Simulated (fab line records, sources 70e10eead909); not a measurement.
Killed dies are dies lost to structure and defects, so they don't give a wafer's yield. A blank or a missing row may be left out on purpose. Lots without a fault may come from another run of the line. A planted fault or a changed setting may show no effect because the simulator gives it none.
Which tool did it? | flow nand_harc | 24 lots, 72 wafers sampled, at 6 steps of a route of 1302

WHAT THE GAUGES READ, wafer by wafer
NHARC_P_M0_THK_MEAS_24: measures by xrf. Usual: thk_nm 117.8 nm, standard deviation 1.6.
lot  | measured     | on            | thk_nm (nm)       | flag
L074 | day 6 01:05  | film_metro-01 | 117.9 118.6 116.2 |
L075 | day 6 14:16  | film_metro-01 | 120.4 116.6 117.3 |
L076 | day 6 19:09  | film_metro-02 | 115.5 117.5 114.0 |
L077 | day 7 06:04  | film_metro-02 | 119.0 118.7 116.9 |
L082 | day 10 07:36 | film_metro-01 | 117.7 119.3 118.2 |
L081 | day 10 08:29 | film_metro-01 | 118.9 118.2 118.0 |
L078 | day 10 08:52 | film_metro-01 | 118.9 115.6 117.6 |
L083 | day 10 14:29 | film_metro-01 | 119.0 115.9 118.9 |
L080 | day 10 16:13 | film_metro-01 | 113.6 115.6 118.9 |
L084 | day 10 16:12 | film_metro-02 | 120.1 116.7 117.1 |
L079 | day 10 21:27 | film_metro-02 | 118.6 117.4 119.0 |
L085 | day 10 23:52 | film_metro-02 | 118.0 120.2 116.9 |
L086 | day 11 03:14 | film_metro-01 | 115.7 116.8 116.6 |
L087 | day 12 01:20 | film_metro-01 | 118.3 116.8 117.8 |
L088 | day 12 02:44 | film_metro-01 | 118.3 119.1 117.7 |
L089 | day 12 06:00 | film_metro-02 | 117.1 118.5 116.2 |
L090 | day 12 18:25 | film_metro-01 | 120.4 118.3 120.0 |
L091 | day 13 01:19 | film_metro-01 | 118.7 118.6 120.2 |
L092 | day 13 19:32 | film_metro-01 | 117.8 120.9 118.1 |
L093 | day 13 21:52 | film_metro-02 | 118.2 117.0 120.2 |
L094 | day 14 08:56 | film_metro-02 | 119.4 116.7 117.2 |
L095 | day 15 05:29 | film_metro-02 | 116.0 116.1 113.6 |
L096 | day 15 11:24 | film_metro-01 | 118.6 119.1 119.2 |
L097 | day 15 16:17 | film_metro-02 | 115.7 118.6 117.6 |

NHARC_P_M1_OVL_MEAS_10: pitch 260 nm. Usual: overlay_x_nm 0.4 nm, standard deviation 0.86; overlay_y_nm -0.2 nm, standard deviation 0.86.
lot  | measured     | on         | overlay_x_nm (nm) | overlay_y_nm (nm) | flag
L074 | day 6 02:43  | overlay-02 | 1.8 2.1 1.4       | -0.7 -0.1 -0.8    |
L075 | day 6 15:54  | overlay-02 | -0.2 -0.4 -0.1    | -0.6 -0.7 -1.3    |
L076 | day 6 20:58  | overlay-02 | 0.0 0.0 -0.2      | -1.2 -0.2 -1.2    |
L077 | day 7 07:43  | overlay-01 | -0.4 0.4 0.5      | 1.0 1.0 1.4       |
L082 | day 10 09:10 | overlay-01 | 1.4 1.6 1.1       | 1.2 0.5 1.2       |
L081 | day 10 09:59 | overlay-02 | 0.0 -0.7 -0.3     | 0.4 0.2 0.1       |
L078 | day 10 10:30 | overlay-01 | -0.5 0.3 -0.1     | -0.6 -0.5 -0.6    |
L083 | day 10 16:08 | overlay-02 | -0.8 -0.8 -0.7    | -0.4 -0.3 -0.2    |
L080 | day 10 18:07 | overlay-01 | 0.3 -0.6 -0.5     | 0.2 0.3 0.1       |
L084 | day 10 17:58 | overlay-01 | 1.0 1.1 1.5       | 1.5 1.0 0.7       |
L079 | day 10 23:04 | overlay-01 | 1.7 2.1 1.3       | -2.7 -1.9 -1.8    |
L085 | day 11 01:32 | overlay-01 | 0.6 1.1 0.6       | 0.1 -0.1 -0.1     |
L086 | day 11 04:53 | overlay-01 | 1.8 1.1 1.4       | -1.4 -1.9 -1.7    |
L087 | day 12 02:52 | overlay-01 | 0.8 1.3 0.6       | 1.5 0.3 0.8       |
L088 | day 12 04:22 | overlay-01 | -0.4 -0.9 -0.3    | -0.5 -0.5 -0.7    |
L089 | day 12 07:41 | overlay-01 | 1.1 1.2 1.3       | -0.5 -0.2 0.0     |
L090 | day 12 20:04 | overlay-02 | 0.0 0.1 0.0       | -0.3 -0.4 0.0     |
L091 | day 13 02:57 | overlay-01 | 0.0 -0.3 0.1      | 0.5 0.7 0.2       |
L092 | day 13 21:10 | overlay-01 | 0.1 0.0 0.3       | -1.2 -1.6 -0.6    |
L093 | day 13 23:23 | overlay-02 | 1.0 0.7 0.6       | 0.3 0.6 0.9       |
L094 | day 14 10:27 | overlay-02 | -0.8 -1.4 -0.9    | -0.9 -0.5 -0.9    |
L095 | day 15 07:07 | overlay-01 | -0.3 -0.5 -1.0    | -1.0 -0.5 -1.2    |
L096 | day 15 13:02 | overlay-02 | 0.6 0.9 0.0       | -1.1 -1.3 -0.9    |
L097 | day 15 17:47 | overlay-02 | 0.7 0.2 0.6       | 0.5 0.1 -0.3      |

NHARC_P_M1_INSPECT_27. Usual: raw_defect_count 340, standard deviation 130.
lot  | measured     | on                | raw_defect_count | flag
L074 | day 6 05:27  | defect_inspect-02 | 276 255 480      |
L075 | day 6 18:34  | defect_inspect-01 | 319 435 318      |
L076 | day 6 23:45  | defect_inspect-01 | 341 559 337      |
L077 | day 7 10:36  | defect_inspect-02 | 392 364 311      |
L082 | day 10 11:52 | defect_inspect-01 | 251 150 241      |
L081 | day 10 12:44 | defect_inspect-02 | 457 450 421      |
L078 | day 10 13:15 | defect_inspect-01 | 249 287 290      |
L083 | day 10 18:49 | defect_inspect-01 | 210 252 1032     |
L080 | day 10 21:04 | defect_inspect-01 | 414 361 363      |
L084 | day 10 20:58 | defect_inspect-02 | 394 195 318      |
L079 | day 11 01:53 | defect_inspect-02 | 497 220 277      |
L085 | day 11 04:11 | defect_inspect-02 | 342 335 572      |
L086 | day 11 07:35 | defect_inspect-01 | 326 316 445      |
L087 | day 12 05:32 | defect_inspect-01 | 606 467 523      |
L088 | day 12 07:05 | defect_inspect-02 | 368 213 177      |
L089 | day 12 10:22 | defect_inspect-02 | 239 391 224      |
L090 | day 12 22:52 | defect_inspect-01 | 234 238 230      |
L091 | day 13 05:37 | defect_inspect-01 | 255 249 496      |
L092 | day 13 23:51 | defect_inspect-01 | 288 191 222      |
L093 | day 14 02:03 | defect_inspect-02 | 427 259 366      |
L094 | day 14 13:10 | defect_inspect-02 | 735 378 358      |
L095 | day 15 09:49 | defect_inspect-01 | 246 226 333      |
L096 | day 15 15:43 | defect_inspect-02 | 600 638 346      |
L097 | day 15 20:26 | defect_inspect-02 | 167 168 214      |

WHICH TOOL RAN EACH LOT (tool, then ch and the chambers of the sampled wafers, then the start)
lot  | NHARC_P_CONTACT_PVD_32                  | NHARC_P_M1_PRE_CLEAN_30                 | NHARC_P_M1_CMP_23
L074 | pvd_sputter-02, day 6 01:05 or earlier  | pvd_sputter-03, day 6 05:01 or earlier  | cmp-02 ch 0,1,2, day 6 05:01
L075 | pvd_sputter-03, day 6 14:16 or earlier  | pvd_sputter-02, day 6 18:05 or earlier  | cmp-04 ch 0,2,3, day 6 18:05
L076 | pvd_sputter-03, day 6 19:09 or earlier  | pvd_sputter-03, day 6 23:15 or earlier  | cmp-04 ch 2,3, day 6 23:15
L077 | pvd_sputter-03, day 7 06:04 or earlier  | pvd_sputter-03, day 7 10:13 or earlier  | cmp-04 ch 1,2,3, day 7 10:13
L082 | pvd_sputter-02, day 10 07:36 or earlier | pvd_sputter-03, day 10 11:27 or earlier | cmp-04 ch 0,2,3, day 10 11:27
L081 | pvd_sputter-03, day 10 08:29 or earlier | pvd_sputter-02, day 10 12:15 or earlier | cmp-03 ch 2,3, day 10 12:15
L078 | pvd_sputter-01, day 10 08:52 or earlier | pvd_sputter-03, day 10 12:47 or earlier | cmp-02 ch 0,3, day 10 12:47
L083 | pvd_sputter-03, day 10 14:29 or earlier | pvd_sputter-02, day 10 18:20 or earlier | cmp-03 ch 1,2,3, day 10 18:20
L080 | pvd_sputter-02, day 10 16:13 or earlier | pvd_sputter-03, day 10 20:39 or earlier | cmp-04 ch 0,2,3, day 10 20:39
L084 | pvd_sputter-03, day 10 16:12 or earlier | pvd_sputter-03, day 10 20:29 or earlier | cmp-03 ch 0,3, day 10 20:29
L079 | pvd_sputter-03, day 10 21:27 or earlier | pvd_sputter-03, day 11 01:28 or earlier | cmp-04 ch 0,1,3, day 11 01:28
L085 | pvd_sputter-02, day 10 23:52 or earlier | pvd_sputter-02, day 11 03:45 or earlier | cmp-02 ch 0,1, day 11 03:45
L086 | pvd_sputter-03, day 11 03:14 or earlier | pvd_sputter-03, day 11 07:09 or earlier | cmp-03 ch 0,1,2, day 11 07:09
L087 | pvd_sputter-01, day 12 01:20 or earlier | pvd_sputter-03, day 12 05:05 or earlier | cmp-03 ch 0,1,3, day 12 05:05
L088 | pvd_sputter-03, day 12 02:44 or earlier | pvd_sputter-01, day 12 06:39 or earlier | cmp-02 ch 1,2, day 12 06:39
L089 | pvd_sputter-01, day 12 06:00 or earlier | pvd_sputter-03, day 12 09:53 or earlier | cmp-03 ch 2,3, day 12 09:53
L090 | pvd_sputter-02, day 12 18:25 or earlier | pvd_sputter-01, day 12 22:24 or earlier | cmp-03 ch 0,1,2, day 12 22:24
L091 | pvd_sputter-01, day 13 01:19 or earlier | pvd_sputter-03, day 13 05:14 or earlier | cmp-02 ch 1,2,3, day 13 05:14
L092 | pvd_sputter-02, day 13 19:32 or earlier | pvd_sputter-01, day 13 23:23 or earlier | cmp-02 ch 0,1, day 13 23:23
L093 | pvd_sputter-03, day 13 21:52 or earlier | pvd_sputter-01, day 14 01:35 or earlier | cmp-04 ch 0,1, day 14 01:35
L094 | pvd_sputter-01, day 14 08:56 or earlier | pvd_sputter-02, day 14 12:42 or earlier | cmp-02 ch 0,2,3, day 14 12:42
L095 | pvd_sputter-03, day 15 05:29 or earlier | pvd_sputter-03, day 15 09:22 or earlier | cmp-02 ch 0,1,3, day 15 09:22
L096 | pvd_sputter-03, day 15 11:24 or earlier | pvd_sputter-01, day 15 15:18 or earlier | cmp-03 ch 0,1,2, day 15 15:18
L097 | pvd_sputter-03, day 15 16:17 or earlier | pvd_sputter-01, day 15 19:59 or earlier | cmp-03 ch 0,3, day 15 19:59
- NHARC_P_CONTACT_PVD_32: deposits Ti, target thk 5 nm, time 17.7 s.
- NHARC_P_M1_PRE_CLEAN_30: time 30 s.
- NHARC_P_M1_CMP_23: polishes, t overpolish 20 s, target thk 157.82 nm.

WHAT THE TOOLS THEMSELVES READ (means of the sampled wafers that have a number; where no wafer has one, the mark that the record gives instead)
NHARC_P_CONTACT_PVD_32. Usual: throttle_valve_pct 29.8 %, standard deviation 1.1.
lot  | tool           | throttle_valve_pct (%) | flag
L074 | pvd_sputter-02 | 29.7                   |
L075 | pvd_sputter-03 | 29.5                   |
L076 | pvd_sputter-03 | 28.5                   |
L077 | pvd_sputter-03 | 30.5                   |
L082 | pvd_sputter-02 | 29.9                   |
L081 | pvd_sputter-03 | 30.4                   |
L078 | pvd_sputter-01 | 30.3                   |
L083 | pvd_sputter-03 | 30.5                   |
L080 | pvd_sputter-02 | 29.9                   |
L084 | pvd_sputter-03 | 30.0                   |
L079 | pvd_sputter-03 | 29.7                   |
L085 | pvd_sputter-02 | 29.9                   |
L086 | pvd_sputter-03 | 29.5                   |
L087 | pvd_sputter-01 | 30.6                   |
L088 | pvd_sputter-03 | 29.9                   |
L089 | pvd_sputter-01 | 30.2                   |
L090 | pvd_sputter-02 | 30.2                   |
L091 | pvd_sputter-01 | 29.0                   |
L092 | pvd_sputter-02 | 30.2                   |
L093 | pvd_sputter-03 | 29.7                   |
L094 | pvd_sputter-01 | 29.0                   |
L095 | pvd_sputter-03 | 28.9                   |
L096 | pvd_sputter-03 | 30.4                   |
L097 | pvd_sputter-03 | 30.6                   |

NHARC_P_M1_PRE_CLEAN_30. Usual: heater_power_w 430 W, standard deviation 33.
lot  | tool           | heater_power_w (W) | flag
L074 | pvd_sputter-03 | 437                |
L075 | pvd_sputter-02 | 395                |
L076 | pvd_sputter-03 | 429                |
L077 | pvd_sputter-03 | 430                |
L082 | pvd_sputter-03 | 418                |
L081 | pvd_sputter-02 | 400                |
L078 | pvd_sputter-03 | 428                |
L083 | pvd_sputter-02 | 403                |
L080 | pvd_sputter-03 | 431                |
L084 | pvd_sputter-03 | 466                |
L079 | pvd_sputter-03 | 430                |
L085 | pvd_sputter-02 | 397                |
L086 | pvd_sputter-03 | 440                |
L087 | pvd_sputter-03 | 405                |
L088 | pvd_sputter-01 | 429                |
L089 | pvd_sputter-03 | 452                |
L090 | pvd_sputter-01 | 459                |
L091 | pvd_sputter-03 | 474                |
L092 | pvd_sputter-01 | 425                |
L093 | pvd_sputter-01 | 428                |
L094 | pvd_sputter-02 | 402                |
L095 | pvd_sputter-03 | 448                |
L096 | pvd_sputter-01 | 450                |
L097 | pvd_sputter-01 | 457                |

NHARC_P_M1_CMP_23. Usual: edge_zone_pressure_frac 1.000, standard deviation 0.0045; motor_current_A 11.7 A, standard deviation 1.3; time_to_endpoint_s 29.4 s, standard deviation 2.8.
lot  | tool   | edge_zone_pressure_frac | motor_current_A (A) | time_to_endpoint_s (s) | flag
L074 | cmp-02 | 0.997                   | 11.9                | 30.4                   |
L075 | cmp-04 | 1.002                   | 12.3                | 31.1                   |
L076 | cmp-04 | 1.001                   | 12.7                | 30.2                   |
L077 | cmp-04 | 1.000                   | 12.3                | 32.2                   |
L082 | cmp-04 | 0.997                   | 12.1                | 29.6                   |
L081 | cmp-03 | 0.996                   | 10.7                | 26.4                   |
L078 | cmp-02 | 1.003                   | 11.4                | 25.7                   |
L083 | cmp-03 | 1.000                   | 11.3                | 26.9                   |
L080 | cmp-04 | 1.000                   | 12.5                | 29.1                   |
L084 | cmp-03 | 1.000                   | 10.1                | 27.9                   |
L079 | cmp-04 | 0.995                   | 12.2                | 27.4                   |
L085 | cmp-02 | 1.003                   | 11.0                | 29.6                   |
L086 | cmp-03 | 1.000                   | 11.9                | 29.4                   |
L087 | cmp-03 | 1.005                   | 11.2                | 28.4                   |
L088 | cmp-02 | 1.005                   | 12.6                | 35.4                   |
L089 | cmp-03 | 1.000                   | 10.9                | 28.0                   |
L090 | cmp-03 | 1.001                   | 11.9                | 30.4                   |
L091 | cmp-02 | 0.996                   | 12.4                | 32.8                   |
L092 | cmp-02 | 1.006                   | 11.2                | 30.8                   |
L093 | cmp-04 | 0.995                   | 11.1                | 27.7                   |
L094 | cmp-02 | 0.999                   | 12.1                | 30.3                   |
L095 | cmp-02 | 0.999                   | 11.7                | 31.1                   |
L096 | cmp-03 | 1.000                   | 12.1                | 28.7                   |
L097 | cmp-03 | 1.000                   | 9.7                 | 29.4                   |

THE ANSWER, worked out from the rows above alone
Rule: a lot is off if the mean of its wafers that have a number lies more than 3 standard deviations from the usual mean. A lot without any number at a reading at which 4 lots or more have one is off too. The other lots that the step has rows for count as sound. The gauges are gone through in route order, then the tools' own readings, and for those a lot's mean is taken as printed above. The first step at which some lot is off is used, and at that step the reading that is off furthest; a lot without a number counts as furthest.
No lot is off at any reading shown: from this, nothing can be told.

WHAT THE SIMULATOR HAD PUT IN
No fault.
